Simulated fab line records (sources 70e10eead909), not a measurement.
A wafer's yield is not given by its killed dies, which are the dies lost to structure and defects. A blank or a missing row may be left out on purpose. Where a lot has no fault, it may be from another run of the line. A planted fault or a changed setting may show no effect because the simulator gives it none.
fab line records | flow nandHarc
record: lots: 6 | wafers: 18 | lastDay: 33
route steps=1302 shown A_WL_FILL@956
lots with no fault: from the same line, run without faults
startH: the number of hours between the record's first day and the start of the first shown wafer of the lot | waitH: hours elapsed since this lot's preceding step | " as in the row above | L1.1+2: a row that stands for several wafers | - no value present, or no start provided | * or withheld: withheld | < > ~ a bound
route shown NAME@n: a module of which the file shows steps, and the number in the route of the first | usual: mean and standard deviation over wafers with no fault | same: alike in all rows | chamber/n: place in a boat | sites: each site's reading | _std_site: their standard deviation | _edge_site: the outer-site mean with the inner-site mean subtracted | radiusMm: how far each site lies from the wafer's centre | mask NAME#n: copy n | behind: tool/chamber where the wafer was last shaped | hold: why the lot was held/for how many hours/how that ended | device: the transistor (n, p or np) that didn't switch | end of line: at the end of the route, the tests of the same wafers | a step given without rows: its recipe and nothing more | killed: at the first sort, the dies lost to defects and structure; wafer yield is something else | map: a wafer's dies, marking killed ones x, the rest . and places with no die _
set.NAME: the run value of the setting; set.NAME@STEP: its run value at that earlier step | model.NAME: the simulator's own value behind a step, which no gauge read
a table for each step, a row for each wafer; lots at some steps of the route
services: the hour from which a tool's chamber was out of use, counted from the record's first day as startH (under 0 if before that day), plus the number of hours and why
== steps ==
step: NHARC_A_WL_FILL_CVD_03
recipe: targetThkA: 400 | tempC: 300 | pressureTorr: 40 | wf6FlowSccm: 40 | h2FlowSccm: 1600 | arFlowSccm: 1560 | timeS: 279 | material: W
step: NHARC_A_WL_FILL_ETCHBACK_04
recipe: targetDepthA: 600 | timeS: 120 | chemistry: NF3
usual: drypumpMotorCurrentA: 5.7/0.44 | oesProductAu: 1.000/0.012
same: timeS: 120
lot.wafer | tool        | chamber | startH | waitH | drypumpMotorCurrentA | oesProductAu | rfHoursCounterH
L430.1    | rieMetal-03 | 0       | 563.61 | 0.3   | 6.5                  | 0.993        | 0.8
L430.3    | "           | 0       | "      | "     | 6.5                  | 1.000        | -
L430.5    | "           | 1       | "      | "     | 5.8                  | 0.980        | -
L431.2    | rieMetal-02 | 1       | 589.90 | 0.3   | 5.7                  | 1.003        | 2.2
L431.1    | "           | 0       | "      | "     | 5.5                  | 1.002        | 2.2
L431.4    | "           | 1       | "      | "     | 5.7                  | 1.001        | -
L438.3    | rieMetal-01 | 0       | 653.68 | 0.3   | 4.8                  | 0.985        | -
L438.5    | "           | 0       | "      | "     | 4.8                  | 0.998        | -
L438.6    | "           | 1       | "      | "     | 5.5                  | 1.005        | -
L439.4    | rieMetal-02 | 1       | 663.32 | 0.3   | 5.7                  | 1.007        | -
L439.3    | "           | 0       | "      | "     | 5.6                  | 1.014        | -
L439.5    | "           | 0       | "      | "     | 5.5                  | 1.010        | -
L440.2    | rieMetal-01 | 0       | 672.29 | 0.3   | 4.8                  | 0.987        | 1.4
L440.1    | "           | 1       | "      | "     | 5.5                  | 0.988        | 1.4
L440.5    | "           | 0       | "      | "     | 4.9                  | 0.999        | -
L442.1    | rieMetal-02 | 0       | 703.52 | 0.3   | 5.5                  | 0.996        | 1.4
L442.2    | "           | 1       | "      | "     | 5.7                  | 1.005        | 1.4
L442.6    | "           | 0       | "      | "     | 5.5                  | 0.988        | -
step: NHARC_A_WL_FILL_ETCHBACK_05
recipe: targetDepthA: 220 | timeS: 60 | tempC: 40 | chemistry: Cl2/BCl3
step: NHARC_A_WL_FILL_STRIP_27
recipe: powerW: 1500 | tempC: 250 | timeS: 20 | chemistry: N2/H2
usual: drypumpMotorCurrentA: 6.1/0.44 | heaterPowerW: 339/22 | tempC: 250.01/0.19
same: timeS: 20
lot.wafer | tool           | chamber | startH | waitH | drypumpMotorCurrentA | heaterPowerW | rfHoursCounterH | tempC
L430.1    | plasmaAsher-02 | 1       | 564.18 | 0.3   | 5.9                  | 348          | 28              | 250.06
L430.3    | "              | 1       | "      | "     | 5.9                  | 360          | -               | 250.11
L430.5    | "              | 1       | "      | "     | 5.9                  | 355          | -               | 249.92
L431.1    | plasmaAsher-02 | 0       | 590.28 | 0.1   | 6.7                  | 308          | 33              | 249.91
L431.2    | "              | 1       | "      | "     | 5.9                  | 352          | 33              | 250.45
L431.4    | "              | 1       | "      | "     | 5.9                  | 355          | -               | 249.99
L438.3    | plasmaAsher-01 | 1       | 654.04 | 0.1   | 5.7                  | 368          | -               | 249.92
L438.5    | "              | 1       | "      | "     | 5.7                  | 368          | -               | 250.05
L438.6    | "              | 0       | "      | "     | 5.7                  | 328          | -               | 249.86
L439.3    | plasmaAsher-02 | 0       | 663.69 | 0.1   | 6.7                  | 304          | -               | 249.87
L439.4    | "              | 1       | "      | "     | 5.8                  | 362          | -               | 250.12
L439.5    | "              | 0       | "      | "     | 6.7                  | 313          | -               | 249.95
L440.1    | plasmaAsher-02 | 0       | 672.67 | 0.1   | 6.7                  | 317          | 12              | 250.02
L440.2    | "              | 1       | "      | "     | 5.9                  | 348          | 12              | 249.95
L440.5    | "              | 0       | "      | "     | 6.7                  | 316          | -               | 249.97
L442.2    | plasmaAsher-02 | 0       | 703.90 | 0.1   | 6.7                  | 306          | 21              | 250.11
L442.1    | "              | 1       | "      | "     | 5.9                  | 351          | 21              | 250.27
L442.6    | "              | 0       | "      | "     | 6.7                  | 299          | -               | 250.03
step: NHARC_A_WL_FILL_STRIP_28
recipe: timeS: 1200 | tempC: 72.5 | chemistry: postEtchResidueRemover
step: NHARC_A_WL_FILL_PRECLEAN_06
recipe: timeS: 300 | chemistry: DIW
step: NHARC_A_WL_FILL_SRD_07
step: NHARC_A_WL_FILL_ANNEAL_08
recipe: tempC: 450 | timeS: 1800
step: NHARC_A_WL_FILL_ALD_10
recipe: targetThkA: 500 | pulseTimeS: 10 | aldCycles: 500 | tempC: 300 | material: SiO2
usual: heaterPowerW: 455/36 | precursorPulseHeightRel: 1.000/0.021
lot.wafer | tool     | chamber | startH | waitH | heaterPowerW | precursorPulseHeightRel
L430.1    | aldHk-02 | 1       | 571.78 | 0.1   | 472          | 1.008
L430.3    | "        | 3       | 573.82 | 2.1   | 392          | 0.958
L430.5    | "        | 1       | 575.86 | 4.1   | 464          | 0.999
L431.2    | aldHk-01 | 2       | 595.88 | 0.1   | 460          | 0.976
L431.1    | "        | 3       | "      | "     | 456          | 0.987
L431.4    | "        | 0       | "      | "     | 427          | 1.012
L438.3    | aldHk-02 | 3       | 659.91 | 0.6   | 403          | 1.005
L438.5    | "        | 2       | 661.46 | 2.1   | 424          | 1.000
L438.6    | "        | 3       | "      | "     | 399          | 1.033
L439.3    | aldHk-02 | 2       | 672.39 | 0.0   | 414          | 1.029
L439.4    | "        | 0       | 673.43 | 1.1   | 461          | 0.990
L439.5    | "        | 3       | 674.99 | 2.6   | 387          | 0.997
L440.1    | aldHk-03 | 1       | 678.34 | 0.6   | 453          | 1.008
L440.2    | "        | 3       | 679.37 | 1.6   | 462          | 1.007
L440.5    | "        | 1       | 680.40 | 2.6   | 462          | 0.976
L442.1    | aldHk-01 | 3       | 710.70 | 1.1   | 459          | 1.016
L442.2    | "        | 0       | "      | "     | 452          | 1.003
L442.6    | "        | 3       | 712.74 | 3.1   | 449          | 0.996
step: NHARC_A_WL_FILL_ETCHBACK_16
recipe: targetDepthA: 1200 | timeS: 24 | c4f8FlowSccm: withheld | o2FlowSccm: 8 | arFlowSccm: withheld | rfW: 600 | biasW: 800 | chemistry: C4F8/O2/Ar
usual: oesProductAu: 0.98/0.031 | rfVppV: 724.0/2.6
same: timeS: 24
lot.wafer | tool       | chamber | startH | waitH | oesProductAu | rfHoursCounterH | rfVppV
L430.1    | rieDiel-04 | 1       | -      | -     | 1.00         | 0.9             | 719.9
L430.3    | "          | 2       | "      | "     | 1.00         | 0.9             | 726.9
L430.5    | "          | 0       | "      | "     | 0.99         | -               | 723.8
L431.2    | rieDiel-04 | 1       | -      | -     | 1.01         | 1.8             | 720.0
L431.1    | "          | 2       | "      | "     | 1.01         | 1.8             | 727.0
L431.4    | "          | 0       | "      | "     | 1.00         | 0.9             | 723.8
L438.3    | rieDiel-01 | 1       | -      | -     | 1.00         | 2.5             | 724.6
L438.6    | "          | 1       | "      | "     | 1.01         | -               | 725.9
L438.5    | "          | 2       | "      | "     | 1.00         | -               | 724.9
L439.3    | rieDiel-05 | 2       | -      | -     | 1.00         | 5.1             | 721.2
L439.4    | "          | 3       | "      | "     | 1.01         | 3.8             | 725.7
L439.5    | "          | 0       | "      | "     | 1.01         | -               | 719.5
L440.2    | rieDiel-04 | 3       | -      | -     | 0.92         | 3.9             | 724.1
L440.1    | "          | 2       | "      | "     | 0.93         | 4.4             | 727.2
L440.5    | "          | 3       | "      | "     | 0.91         | -               | 725.5
L442.2    | rieDiel-01 | 1       | -      | -     | 0.92         | 3.6             | 727.5
L442.1    | "          | 2       | "      | "     | 0.92         | 3.6             | 725.4
L442.6    | "          | 1       | "      | "     | 0.92         | -               | 724.1
step: NHARC_A_WL_FILL_STRIP_29
recipe: timeS: 20 | o2FlowSccm: 500 | arFlowSccm: 0 | biasW: 0 | chemistry: O2
usual: drypumpMotorCurrentA: 5.94/0.25 | mfcArSccm: 0.010/0.012 | oesProductAu: 1.003/0.0084 | rfVppV: 57.8/0.88 | showerheadPlenumPTorr: 3.56/0.087 | throttleValvePct: 17.036/0.0097
same: timeS: 20
lot.wafer | tool       | chamber | startH | waitH | drypumpMotorCurrentA | mfcArSccm | oesProductAu | rfHoursCounterH | rfVppV | showerheadPlenumPTorr | throttleValvePct
L430.1    | rieDiel-04 | 1       | 579.54 | 0.1   | 5.95                 | 0         | 1.019        | 0.9             | 57.0   | 3.41                  | 17.027
L430.3    | "          | 2       | "      | "     | 6.02                 | 0.035     | 1.013        | 0.9             | 58.3   | 3.65                  | 17.020
L430.5    | "          | 1       | "      | "     | 5.96                 | 0         | 1.008        | -               | 55.5   | 3.41                  | 17.056
L431.4    | rieDiel-04 | 0       | 600.63 | 0.1   | 6.05                 | 0.018     | 1.004        | 0.9             | 58.9   | 3.52                  | 17.031
L431.1    | "          | 1       | "      | "     | 5.96                 | 0         | 1.003        | 1.8             | 56.4   | 3.41                  | 17.043
L431.2    | "          | 3       | "      | "     | 5.71                 | 0.018     | 0.998        | 1.6             | 56.9   | 3.56                  | 17.037
L438.3    | rieDiel-01 | 3       | 664.13 | 0.1   | 5.44                 | 0         | 0.994        | 2.5             | 58.5   | 3.58                  | 17.033
L438.5    | "          | 2       | "      | "     | 6.08                 | 0.021     | 0.984        | -               | 57.8   | 3.59                  | 17.041
L438.6    | "          | 3       | "      | "     | 5.46                 | 0         | 0.985        | -               | 58.6   | 3.58                  | 17.039
L439.3    | rieDiel-05 | 0       | 677.15 | 0.1   | 6.29                 | 0         | 1.003        | 4.6             | 57.2   | 3.43                  | 17.037
L439.4    | "          | 2       | "      | "     | 6.32                 | 0.018     | 1.001        | 5.1             | 57.0   | 3.44                  | 17.042
L439.5    | "          | 1       | "      | "     | 5.98                 | 0         | 1.010        | -               | 58.5   | 3.60                  | 17.058
L440.1    | rieDiel-04 | 3       | 682.55 | 0.1   | 5.72                 | 0.018     | 0.990        | 3.9             | 58.3   | 3.56                  | 17.033
L440.2    | "          | 0       | "      | "     | 6.09                 | 0.018     | 0.993        | 3.2             | 57.2   | 3.52                  | 17.046
L440.5    | "          | 3       | "      | "     | 5.71                 | 0.018     | 0.991        | -               | 57.4   | 3.56                  | 17.029
L442.2    | rieDiel-01 | 2       | 714.89 | 0.1   | 6.09                 | 0.021     | 1.008        | 3.6             | 56.8   | 3.59                  | 17.035
L442.1    | "          | 3       | "      | "     | 5.45                 | 0         | 0.987        | 3.8             | 58.8   | 3.58                  | 17.040
L442.6    | "          | 2       | "      | "     | 6.09                 | 0.021     | 1.005        | -               | 57.9   | 3.59                  | 17.017
step: NHARC_A_WL_FILL_ETCHBACK_17
recipe: targetDepthA: 40 | timeS: 26.7 | chemistry: Cl2/BCl3
usual: drypumpMotorCurrentA: 5.7/0.51 | oesProductAu: 0.998/0.011
same: timeS: 26.7
lot.wafer | tool        | chamber | startH | waitH | drypumpMotorCurrentA | oesProductAu | rfHoursCounterH
L430.1    | rieMetal-03 | 0       | 579.64 | -     | 6.4                  | 0.814        | 1.3
L430.3    | "           | 0       | "      | "     | 6.5                  | 0.803        | -
L430.5    | "           | 1       | "      | "     | 5.8                  | 0.982        | -
L431.2    | rieMetal-03 | 0       | 600.72 | -     | 6.4                  | 0.804        | 1.4
L431.1    | "           | 1       | "      | "     | 5.8                  | 0.978        | 0.8
L431.4    | "           | 1       | "      | "     | 5.8                  | 0.987        | -
L438.3    | rieMetal-03 | 1       | 664.26 | -     | 5.8                  | 0.987        | -
L438.6    | "           | 1       | "      | "     | 5.8                  | 0.984        | -
L438.5    | "           | 0       | "      | "     | 6.5                  | 0.993        | -
L439.4    | rieMetal-03 | 1       | 677.28 | -     | 5.8                  | 0.975        | -
L439.3    | "           | 0       | "      | "     | 6.5                  | 0.981        | -
L439.5    | "           | 0       | "      | "     | 6.5                  | 0.989        | -
L440.2    | rieMetal-01 | 1       | 682.63 | -     | 5.5                  | 0.998        | 1.6
L440.1    | "           | 0       | "      | "     | 4.9                  | 1.000        | 1.6
L440.5    | "           | 0       | "      | "     | 4.8                  | 1.003        | -
L442.1    | rieMetal-02 | 1       | 714.99 | -     | 5.7                  | 1.000        | 1.8
L442.2    | "           | 0       | "      | "     | 5.6                  | 1.011        | 1.8
L442.6    | "           | 0       | "      | "     | 5.6                  | 0.997        | -
step: NHARC_A_WL_FILL_PRECLEAN_18
recipe: timeS: 30 | chemistry: dHF
== services ==
tool           | chamber | startH | hours | kind
rieDiel-04     | 0       | 540.91 | -     | clean
rieDiel-04     | 0       | 553.78 | 13.7  | repair
rieDiel-01     | -       | 557.80 | 9.0   | pm
rieDiel-05     | 0       | 563.84 | 6.4   | repair
aldHk-03       | -       | 571.53 | 10.0  | pm
rieMetal-01    | -       | 575.00 | 9.0   | pm
rieMetal-03    | -       | 580.86 | 1.5   | repair
rieDiel-05     | -       | 583.60 | 9.0   | pm
rieDiel-01     | -       | 597.45 | 7.6   | repair
plasmaAsher-02 | -       | 603.00 | 9.0   | pm
rieDiel-05     | 3       | 612.53 | 12.3  | repair
rieDiel-04     | -       | 613.56 | 0.2   | repair
rieMetal-03    | -       | 622.71 | 2.1   | repair
rieMetal-03    | 1       | 625.49 | 9.5   | repair
rieMetal-02    | -       | 631.00 | 9.0   | pm
aldHk-01       | -       | 636.96 | 2.3   | repair
aldHk-01       | -       | 653.45 | 10.0  | pm
rieDiel-04     | -       | 660.59 | 2.2   | repair
rieDiel-01     | 1       | 661.35 | 1.5   | repair
rieDiel-05     | 2       | 683.32 | 4.4   | repair
plasmaAsher-01 | -       | 696.00 | 9.0   | pm
rieMetal-03    | -       | 696.00 | 9.0   | pm
aldHk-02       | -       | 707.78 | 10.0  | pm
rieDiel-04     | -       | 708.91 | 9.0   | pm
== key ==
firstSign: step: NHARC_A_WL_FILL_ETCHBACK_17 | reading: oesProductAu | direction: down | sigmas: 17 | usual: 0.998 | struck: 0.807
effect none on later readings
metAt NHARC_A_WL_FILL_ETCHBACK_17
struckWafers L430.1,L430.3,L431.2
laterRowsLeftOut L430.1,L430.3,L431.2
sortLeftOut L430.1,L430.3,L431.2
testerLeftOut L430,L431
fault: kind: processParameterDrift | tool: rieMetal-03 | chamber: 0 | onsetH: 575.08 | steps: NHARC_A_WL_FILL_ETCHBACK_17 | channel: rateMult | offset: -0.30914 | shape: step | endH: 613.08
testerLeftOut: of these lots the tester's yield and bins aren't shown, on N5 and GAA mostly nor the transistor test; their killed dies are dies lost to structure and defects alone, not to doping, threshold or leakage, so they don't give the yield
sortLeftOut: the simulated sort isn't trusted on such a fault, so these wafers' sort isn't shown, and their yield isn't known
laterRowsLeftOut: the simulator's readings of these wafers behind a module that went badly wrong aren't trusted and aren't shown, but for the sort
